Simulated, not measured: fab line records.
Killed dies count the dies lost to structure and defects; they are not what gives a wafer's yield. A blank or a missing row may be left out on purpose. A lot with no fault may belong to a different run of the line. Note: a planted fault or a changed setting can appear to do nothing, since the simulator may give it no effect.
fab line records | flow n5_finfet
record: lots: 4 | wafers: 12 | last_day: 15
route steps=1938 shown BEOL_M3@965 PASSIVATION@1936
lots that met no fault: taken from a fault-free run of the same line
start_h: hours from the record's first day to the start of the lot's first wafer shown | wait_h: how many hours have passed since the lot's step before this one | " as in the row above | L1.1+2: a single row standing in for several wafers | - no value present, or no start provided | * or withheld: withheld | < > ~ a bound
route shown NAME@n: NAME is a module with steps in the file, n the number in the route of the first one | usual: average and standard deviation across the fault-free wafers | same: alike in all rows | chamber/n: place in a boat | sites: the reading at each site | _std_site: standard deviation of those values | _edge_site: outer sites' mean less inner sites' | radius_mm: how far each site lies from the wafer's centre | mask NAME#n: copy n | behind: tool/chamber where the wafer was last shaped | hold: the reason the lot was held/the length of the hold in hours/how it ended | device: transistor that didn't switch, given as n, p or np | end of line: at the end of the route, the tests of the same wafers | where a step has no rows: the recipe by itself | killed: the dies lost at the first sort to structure and to defects; this is not the yield of the wafer | map: a wafer's dies, x killed, . not, _ none there
set.NAME: the run value of the setting; set.NAME@STEP: its run value at that earlier step | model.NAME: the simulator's own value behind a step, which no gauge read
lots at some steps of the route; a table a step, a row a wafer
services: from which hour (start_h, from the record's first day; less than 0 if before it) a tool's chamber was out of use, for how many hours, and why
== steps ==
step: N5_BEOL_M3_DEVELOP_27
recipe: develop_time_s: 30 | developer: TMAH | resist: CAR-EUV | rinse_liquid: surfactant_rinse | dry: air_spin | dev_temp_c: 23
step: N5_BEOL_M3_DESCUM_33
recipe: chemistry: O2 | time_s: 7 | source_power_w: 50 | bias_power_w: 20 | pressure_mtorr: 20 | rf_frequency_hz: 2.712e+07 | temp_c: 40 | resist: CAR-EUV | o2_flow_sccm: 225
step: N5_BEOL_M3_ETCH_77
recipe: chemistry: N2/H2 | target: underlayer | target_depth_a: 65 | mask_material: CAR-EUV | time_s: 5.2 | ion_energy_ev: 200 | pressure_mtorr: 30 | source_w: 840 | bias_w: 150 | n2_flow_sccm: 200 | h2_flow_sccm: 200 | ends: cleared
step: N5_BEOL_M3_ETCH_69
recipe: chemistry: CF4 | target: SiARC | target_depth_a: 156 | mask_material: CAR-EUV | time_s: 26 | ion_energy_ev: 80 | pressure_mtorr: 40 | source_w: 545 | bias_w: 36 | Ar_flow_sccm: 100 | cf4_flow_sccm: 100 | ends: cleared
step: N5_BEOL_M3_ALD_98
recipe: material: SiO2 | target_thk_a: 25 | temp_c: 100 | ald_precursor_family: BDEAS | ald_co_reactant: O2-plasma | pulse_time_s: 1 | co_reactant_pulse_time_s: 1 | purge_time_s: 2 | co_reactant_purge_time_s: 2 | ald_cycles: 17 | pressure_torr: 2
step: N5_BEOL_M3_ETCHBACK_99
recipe: chemistry: CHF3 | target: SiO2 | target_depth_a: 50 | time_s: 10.4 | source_w: 215 | bias_w: 47 | Ar_flow_sccm: 200 | CHF3_flow_sccm: 12 | ion_energy_ev: 100 | pressure_mtorr: 30
step: N5_BEOL_M3_ETCH_70
recipe: chemistry: N2/H2 | target: SOC | target_depth_a: 800 | overetch_a: 160 | mask_material: SiARC | temp_c: 40 | time_s: 120 | ion_energy_ev: 200 | pressure_mtorr: 30 | source_w: 840 | bias_w: 150 | n2_flow_sccm: 200 | h2_flow_sccm: 200
step: N5_BEOL_M3_STRIP_71
recipe: chemistry: N2/H2 | temp_c: 40 | n2_flow_sccm: 200 | h2_flow_sccm: 200 | rf_frequency_hz: 6e+07
step: N5_BEOL_M3_STRIP_78
recipe: chemistry: N2/H2 | temp_c: 40 | n2_flow_sccm: 200 | h2_flow_sccm: 200 | rf_frequency_hz: 6e+07
step: N5_BEOL_M3_VIA_ETCH_34
recipe: chemistry: C4F6/O2 | target_depth_a: 694 | mask_material: SOC | pressure_mtorr: 15 | ion_energy_ev: 250 | taper_deg: 4 | time_s: 65.9 | source_w: 350 | bias_w: 170 | Ar_flow_sccm: 300 | C4F6_flow_sccm: 10 | O2_flow_sccm: 10
usual: drypump_motor_current_A: 5.9/0.49 | oes_product_au: 0.75/0.079 | rf_vpp_V: 667/7.3 | showerhead_plenum_p_Torr: 2.84/0.1 | throttle_valve_pct: 30.72/0.2
lot.wafer | tool        | chamber | start_h | wait_h | drypump_motor_current_A | oes_product_au | rf_hours_counter_h | rf_vpp_V | showerhead_plenum_p_Torr | throttle_valve_pct
L602.2    | rie_diel-04 | 0       | 174.52  | 0.0    | 6.4                     | 0.73           | 210                | 674      | 2.72                     | 31.12
L602.3    | "           | 2       | "       | "      | 5.4                     | 0.76           | 149                | 658      | 2.84                     | 30.54
L602.6    | "           | 3       | "       | "      | 5.9                     | 0.71           | -                  | 678      | 2.96                     | 30.78
L605.2    | rie_diel-03 | 2       | 182.49  | 0.0    | 5.3                     | 0.71           | 194                | 661      | 2.82                     | 30.44
L605.4    | "           | 3       | "       | "      | 5.3                     | 0.72           | 174                | 664      | 2.72                     | 31.02
L605.6    | "           | 0       | "       | "      | 5.9                     | 0.69           | -                  | 668      | 2.71                     | 30.91
L614.1    | rie_diel-04 | 0       | 231.71  | 0.0    | 6.3                     | 0.71           | 227                | 675      | 2.71                     | 31.12
L614.4    | "           | 1       | "       | "      | 6.0                     | 0.71           | 174                | 660      | 2.94                     | 30.77
L614.6    | "           | 1       | "       | "      | 6.0                     | 0.71           | -                  | 661      | 2.94                     | 30.79
L613.1    | rie_diel-04 | 2       | 240.03  | 0.0    | 5.4                     | 0.74           | 169                | 657      | 2.83                     | 30.55
L613.4    | "           | 1       | "       | "      | 6.0                     | 0.71           | 176                | 661      | 2.94                     | 30.77
L613.6    | "           | 1       | "       | "      | 6.0                     | 0.72           | -                  | 660      | 2.94                     | 30.78
step: N5_BEOL_M3_STRIP_83
recipe: chemistry: C4F6/O2 | resist: SiARC | rf_frequency_hz: 6e+07
step: N5_BEOL_M3_STRIP_36
recipe: chemistry: N2/H2 | power_w: 450 | temp_c: 40 | pressure_mtorr: 20 | rf_frequency_hz: 6e+07 | overash_fraction: 0.3 | bias_power_w: 7 | h2_frac: 0.5 | n2_flow_sccm: 200 | h2_flow_sccm: 200
step: N5_BEOL_M3_TRENCH_ETCH_37
recipe: chemistry: C4F6/O2 | target_depth_a: 555.55 | target: SiOC | time_s: 29.2 | ion_energy_ev: 250 | pressure_mtorr: 30 | source_w: 355 | bias_w: 185 | Ar_flow_sccm: 300 | C4F6_flow_sccm: 10 | O2_flow_sccm: 10
step: N5_BEOL_M3_ETCH_41
recipe: chemistry: CH3F/O2 | target: SiCN | target_depth_a: 299 | taper_deg: 2 | time_s: 52.5 | ion_energy_ev: 120 | mask_material: TiN | pressure_mtorr: 30 | source_w: 395 | bias_w: 75 | Ar_flow_sccm: 150 | CH3F_flow_sccm: 30 | O2_flow_sccm: 20
step: N5_BEOL_M3_STRIP_97
recipe: chemistry: N2/H2 | time_s: 10 | power_w: 450 | temp_c: 40 | pressure_mtorr: 20 | rf_frequency_hz: 6e+07 | bias_power_w: 7 | n2_flow_sccm: 200 | h2_flow_sccm: 200
step: N5_BEOL_M3_HM_STRIP_39
recipe: chemistry: peroxide_tin_strip | material: TiN | target_depth_a: 250 | temp_c: 50 | time_s: 158
step: N5_BEOL_M3_SRD_40
recipe: time_s: 30 | temp_c: 23 | rinse_liquid: diw | dry: ipa_marangoni
step: N5_BEOL_M3_PRECLEAN_42
recipe: chemistry: residue_remover | time_s: 60 | temp_c: 40
step: N5_BEOL_M3_SRD_43
recipe: time_s: 30 | temp_c: 23 | rinse_liquid: diw | dry: ipa_marangoni
step: N5_BEOL_M3_DEGAS_44
recipe: ambient: vacuum | temp_c: 250 | time_s: 60
step: N5_BEOL_M3_PRE_CLEAN_45
recipe: gas: H2/He | time_s: 30 | temp_c: 250
step: N5_BEOL_M3_ALD_84
recipe: material: TaN | target_thk_a: * | temp_c: 275 | ald_precursor_family: PDMAT | ald_co_reactant: NH3 | pressure_torr: 3 | carrier_flow_sccm: 1500 | pulse_time_s: 2 | purge_time_s: 3 | co_reactant_purge_time_s: 2 | co_reactant_pulse_time_s: 3 | ald_cycles: 30 | precursor_vessel_temp_c: 75 | precursor_vessel_pressure_torr: 26.25 | precursor_vessel_carrier_sccm: 1000
step: N5_BEOL_M3_SURFACE_TREAT_85
recipe: gas: Ar | time_s: * | ion_energy_ev: * | ion_current_ma_cm2: 0.5 | pressure_mtorr: * | ar_flow_sccm: 30
step: N5_BEOL_M3_CVD_47
recipe: material: Co | target_thk_a: 30 | temp_c: withheld | precursor: CCTBA/H2 | pressure_torr: 30 | time_s: 223.8
step: N5_BEOL_M3_SPUTTER_48
recipe: material: Cu | target_thk_a: 45 | temp_c: -20 | chamber_pressure_pa: 0.07 | power_w: withheld | time_s: 8.29
step: N5_BEOL_M3_ANNEAL_49
recipe: temp_c: 400 | time_s: 240 | ambient: vacuum
step: N5_BEOL_M3_SPUTTER_79
recipe: material: Cu | target_thk_a: 45 | temp_c: -20 | chamber_pressure_pa: 0.07 | power_w: withheld | time_s: 8.29
step: N5_BEOL_M3_ANNEAL_80
recipe: temp_c: 400 | time_s: 240 | ambient: vacuum
step: N5_BEOL_M3_SPUTTER_81
recipe: material: Cu | target_thk_a: 45 | temp_c: -20 | chamber_pressure_pa: 0.07 | power_w: withheld | time_s: 8.29
step: N5_BEOL_M3_ANNEAL_82
recipe: temp_c: 400 | time_s: 240 | ambient: vacuum
step: N5_BEOL_M3_SPUTTER_86
recipe: material: Cu | target_thk_a: 45 | temp_c: -20 | chamber_pressure_pa: 0.07 | power_w: withheld | time_s: 8.29
step: N5_BEOL_M3_ANNEAL_87
recipe: temp_c: 400 | time_s: 240 | ambient: vacuum
step: N5_BEOL_M3_SPUTTER_88
recipe: material: Cu | target_thk_a: 45 | temp_c: -20 | chamber_pressure_pa: 0.07 | power_w: withheld | time_s: 8.29
step: N5_BEOL_M3_ANNEAL_89
recipe: temp_c: 400 | time_s: 240 | ambient: vacuum
step: N5_BEOL_M3_SPUTTER_90
recipe: material: Cu | target_thk_a: 45 | temp_c: -20 | chamber_pressure_pa: 0.07 | power_w: withheld | time_s: 8.29
step: N5_BEOL_M3_ANNEAL_91
recipe: temp_c: 400 | time_s: 240 | ambient: vacuum
step: N5_BEOL_M3_SPUTTER_92
recipe: material: Cu | target_thk_a: 45 | temp_c: -20 | chamber_pressure_pa: 0.07 | power_w: withheld | time_s: 8.29
step: N5_PASSIVATION_PROBE_49
usual: defect_limited_yield: 91.3/1.5 | killed_at_M0_to_M3: 33/12 | killed_at_M4_up: 13/5.2 | killed_at_contacts: 13/6.7 | killed_at_front_end: 40/11 | killed_at_other: 4.1/2.7 | killed_dies: 103/17 | killed_open: 69/13 | killed_short: 33/8.4 | sort_bin_5_function: 5.1/1 | sort_bin_6_memory: 3.2/0.62 | sort_n_pass: 1077/17 | sort_yield_pct: 91.3/1.5
same: gross_dies: 1180 | killed_at_back_side: 0 | sort_bin_4_leakage[%]: 0 | sort_bin_8_speed[%]: 0
lot.wafer | tool      | chamber | start_h | wait_h | defect_limited_yield[%] | killed_at_M0_to_M3 | killed_at_M4_up | killed_at_contacts | killed_at_front_end | killed_at_other | killed_dies | killed_open | killed_short | sort_bin_5_function[%] | sort_bin_6_memory[%] | sort_n_pass | sort_yield_pct[%]
L613.1    | prober-01 | -       | 358.84  | 0.9    | 81.8                    | 158                | 12              | 6                  | 28                  | 11              | 215         | 53          | 21           | 11.9                   | 3.6                  | 965         | 81.8
L613.4    | prober-01 | -       | 358.99  | 1.0    | 82.6                    | 154                | 11              | 6                  | 31                  | 3               | 205         | 53          | 28           | 11.5                   | 3.2                  | 975         | 82.6
L613.6    | prober-01 | -       | 359.09  | 1.1    | 80.7                    | 168                | 10              | 10                 | 34                  | 6               | 228         | 67          | 20           | 14.2                   | 2.9                  | 952         | 80.7
L614.1    | prober-02 | -       | 363.70  | 0.0    | 79.7                    | 174                | 7               | 14                 | 40                  | 4               | 239         | 68          | 33           | 12.7                   | 5.3                  | 941         | 79.7
L614.4    | prober-02 | -       | 363.85  | 0.2    | 82.2                    | 159                | 7               | 5                  | 38                  | 1               | 210         | 57          | 23           | 10.8                   | 4.5                  | 970         | 82.2
L614.6    | prober-02 | -       | 363.95  | 0.3    | 81.6                    | 152                | 15              | 11                 | 36                  | 3               | 217         | 65          | 25           | 11.7                   | 4.7                  | 963         | 81.6
killed by level:class
L613.1 BEOL_M3:unspecified=137 STI_FIN_REVEAL:geometric_particle:open=8 MOL_CONTACT_COAG:geometric_particle:open=6 BEOL_M2:geometric_particle:open=5 BEOL_M0_SAQP:geometric_particle:open=4 BEOL_M4:geometric_particle:open=4 GATE_CUT:geometric_particle:short=3 BEOL_M0_SAQP:geometric_particle:short=3
L613.4 BEOL_M3:unspecified=123 FIN_SAQP:geometric_particle:open=11 BEOL_M2:geometric_particle:open=8 BEOL_M0_SAQP:geometric_particle:short=6 STI_FIN_REVEAL:geometric_particle:open=5 MOL_CONTACT_COAG:geometric_particle:open=5 BEOL_M4:geometric_particle:open=5 FIN_SAQP:geometric_particle:short=4
L613.6 BEOL_M3:unspecified=136 STI_FIN_REVEAL:geometric_particle:open=11 MOL_CONTACT_COAG:geometric_particle:open=9 BEOL_M0_SAQP:geometric_particle:short=7 FIN_SAQP:geometric_particle:open=6 DUMMY_GATE:geometric_particle:open=6 BEOL_M0_SAQP:geometric_particle:open=6 BEOL_M1:geometric_particle:open=6
L614.1 BEOL_M3:unspecified=138 STI_FIN_REVEAL:geometric_particle:open=14 MOL_CONTACT_COAG:geometric_particle:open=12 BEOL_M3:geometric_particle:open=8 FIN_SAQP:geometric_particle:open=6 BEOL_M0_SAQP:geometric_particle:short=6 BEOL_M3:geometric_particle:short=5 GATE_CUT:geometric_particle:short=4
L614.4 BEOL_M3:unspecified=125 FIN_SAQP:geometric_particle:open=7 STI_FIN_REVEAL:geometric_particle:open=6 BEOL_M3:geometric_particle:open=6 BEOL_M2:geometric_particle:open=5 MOL_CONTACT_COAG:geometric_particle:open=4 DUMMY_GATE:geometric_particle:open=4 GATE_CUT:geometric_particle:open=4
L614.6 BEOL_M3:unspecified=125 FIN_SAQP:geometric_particle:open=11 MOL_CONTACT_COAG:geometric_particle:open=9 DUMMY_GATE:geometric_particle:open=7 BEOL_M3:geometric_particle:open=7 BEOL_M5:geometric_particle:open=7 FIN_SAQP:geometric_particle:short=4 STI_FIN_REVEAL:geometric_particle:open=4
map L613.6 (x killed, . not)
_________________.......x....________________
______________........x........._____________
___________.x.............x.......x__________
__________...................x..x..._________
________............x....x............_______
_______...........x....x...x..xx.......______
______....x...x........................._____
_____.x....x.....x.............x.......x.____
____.............................x........___
___..................x................xx.x.__
___..x.....x..x...x......................x.__
__.x..........x.........x..................._
__.....x.......x.....................x......_
_.x..........x.............................x.
_............................................
_xx...............x......x...................
_.............x..........x.....x...........x.
_.............................x..............
_.....................x......x....x..........
_..x......xx......xx..x......................
_...x..................x.....x.x.............
__.x..................x....x.x..xx.......x.._
__.............xx....xxx..xx.xxxx...x..x...._
___.......x.........xx.xxxxxxxxx.x.x.......__
___....x.....x.......xxxxxxxxxxxxxx........__
____....x.....x.....xxxxxxxxxxxx..x....x..___
_____..x..x........xxxxxxxxxxxxxxxx......____
______........x....x.xxxxxxxxxxxxxxx...._____
_______..x.......x.x.xxxxxxxxxxxxxx....______
________...x.xx....xxx.xxxxxxxxxxxx.x._______
__________..x.......x.xxxxxxxxx.xx.x_________
___________.x...........xxxxxxxx.x.__________
______________............xx.x.x_____________
_________________...x........________________
map L614.1 (x killed, . not)
_________________............________________
______________........x...x....._____________
___________............x........x..__________
__________x........................x_________
________.x..........x....x............_______
_______..........x.....x...x...........______
______x..............xxxxxxxxxx.....x..x_____
_____................xxxxxxxxxxxxx.......____
____.............x...x.xxxxxxxxxxx..x.....___
___.........x.....xxxxxxxxxxxxxxxx..x......__
___x.........x.......xxxxxxxxxxx..x........__
__.x....x..........xxxxxxxxxxxxxxxx.x.x....._
__................x..xxxxxxxxxxxx.x...x....._
_...x.x..............xxxxxxxxxxx.x...x....x..
_......x............xxxxxxxxxxxxx....x.......
_...........x.....x...xxxxxxxxxxx............
_.x........x...xx.......xxxxxx..x........x..x
_.x..x..x......x..x...x.xxx..x...x...........
_............x.................x....xx.......
_...x........x.x.........................xx..
_....x...........x.....x....................x
__.................x..........x......x......_
__.........x.....x..........x...x..........._
___...x.x............x...............x.x..x__
___..........x...x.........................__
____...x.............x...............x..x.___
_____...........................x.....xx.____
______..........x......................._____
_______.....................x....x.....______
________..x..x..x..............x..x..._______
__________.......x........x.......x._________
___________.....xx.........x...x...__________
______________.....x............_____________
_________________...x........________________
== services ==
tool        | chamber | start_h | hours | kind
rie_diel-03 | 0       | 225.48  | -     | clean
rie_diel-03 | 0       | 225.48  | -     | consumable_replace:focus_ring
rie_diel-03 | 0       | 225.48  | -     | consumable_replace:showerhead
rie_diel-03 | 0       | 225.48  | 21.1  | scheduled_down
rie_diel-03 | 0       | 225.48  | 21.1  | vent_cycle
== key ==
first_sign: step: N5_PASSIVATION_PROBE_49 | reading: killed_at_M0_to_M3 | direction: up | sigmas: 11 | usual: 33 | struck: 161
effect: step: N5_PASSIVATION_PROBE_49 | reading: killed_dies | direction: up | sigmas: 6.7 | usual: 103 | struck: 219
more_kills_born_at: N5_BEOL_M3_VIA_ETCH_34@rie_diel-04: 784
met_at N5_BEOL_M3_VIA_ETCH_34
struck_wafers L613.1,L613.4,L613.6,L614.1,L614.4,L614.6
onset_between 174.52 231.71
also_fits time
fault: kind: chamber_particle_source | tool: rie_diel-04 | chamber: - | onset_h: 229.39 | steps: N5_BEOL_M3_VIA_ETCH_34 | rate_per_visit_cm2: 1.0073 | end_h: 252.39
